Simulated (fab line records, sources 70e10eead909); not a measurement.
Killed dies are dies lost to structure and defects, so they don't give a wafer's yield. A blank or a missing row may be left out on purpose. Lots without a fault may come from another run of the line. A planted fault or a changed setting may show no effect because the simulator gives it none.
Chamber matching | flow nand_harc | NHARC_A_CHANNEL_FILL_D1_ALD_14 on ald_hk-03: 4 sister chambers
The step deposits SiO2, target thk 2.5 nm, pulse time 10 s, ald cycles 25. 16 wafers are shown with their chamber, then 8 later ones without.

WAFERS WITH THEIR CHAMBER
wafer  | chamber | heater_power_w (W) | precursor_pulse_height_rel
L078.1 | 2       | 488                | 1.034
L078.2 | 3       | 414                | 1.017
L078.3 | 0       | 470                | 0.993
L081.1 | 2       | 464                | 1.000
L081.3 | 1       | 462                | 0.992
L081.5 | 3       | 415                | 0.976
L084.2 | 3       | 424                | 1.029
L084.3 | 1       | 462                | 1.026
L084.6 | 1       | 460                | 0.975
L089.1 | 0       | 466                | 0.983
L089.2 | 2       | 472                | 1.014
L089.6 | 2       | 475                | 0.999
L090.1 | 0       | 465                | 0.975
L090.3 | 2       | 479                | 1.016
L090.6 | 3       | 418                | 1.004
L092.2 | 2       | 475                | 0.989

SIGNATURES (means of the wafers above)
reading                    | chamber 0 | chamber 1 | chamber 2 | chamber 3 | scatter within a chamber
heater_power_w             | 467.00    | 461.33    | 475.50    | 417.75    | 5.71
precursor_pulse_height_rel | 0.98367   | 0.99767   | 1.00867   | 1.00650   | 0.019
Rule: a wafer's distance from a chamber is the root of the sum, over the readings, of the square of ((its reading less the chamber's mean) divided by the reading's scatter). The wafer belongs to the nearest chamber; if the next one is less than 2 further off, it can't be placed. The scatter: the root of (the sum of the squares of (reading less its chamber's mean) over the shown wafers, divided by (wafers less chambers)).

WAFERS WITHOUT THEIR CHAMBER
wafer  | heater_power_w (W) | precursor_pulse_height_rel
L092.3 | 465                | 1.000
L092.4 | 419                | 1.003
L093.1 | 479                | 0.993
L093.3 | 472                | 0.975
L093.4 | 426                | 1.015
L096.1 | 494                | 0.975
L096.2 | 492                | 0.993
L096.5 | 485                | 1.020

WHICH CHAMBER EACH WENT THROUGH
wafer  | from the rows above          | in truth
L092.3 | can't be placed: 1 or 0 or 2 | 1
L092.4 | 3                            | 3
L093.1 | can't be placed: 2 or 0      | 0
L093.3 | can't be placed: 0 or 2 or 1 | 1
L093.4 | 3                            | 3
L096.1 | can't be placed: 2 or 0      | 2
L096.2 | can't be placed: 2 or 0      | 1
L096.5 | can't be placed: 2 or 0      | 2
Placed correctly: 2 of 8. Can't be placed from these rows: 6 (the true chamber is among the candidates in 5). Placed wrongly: 0.
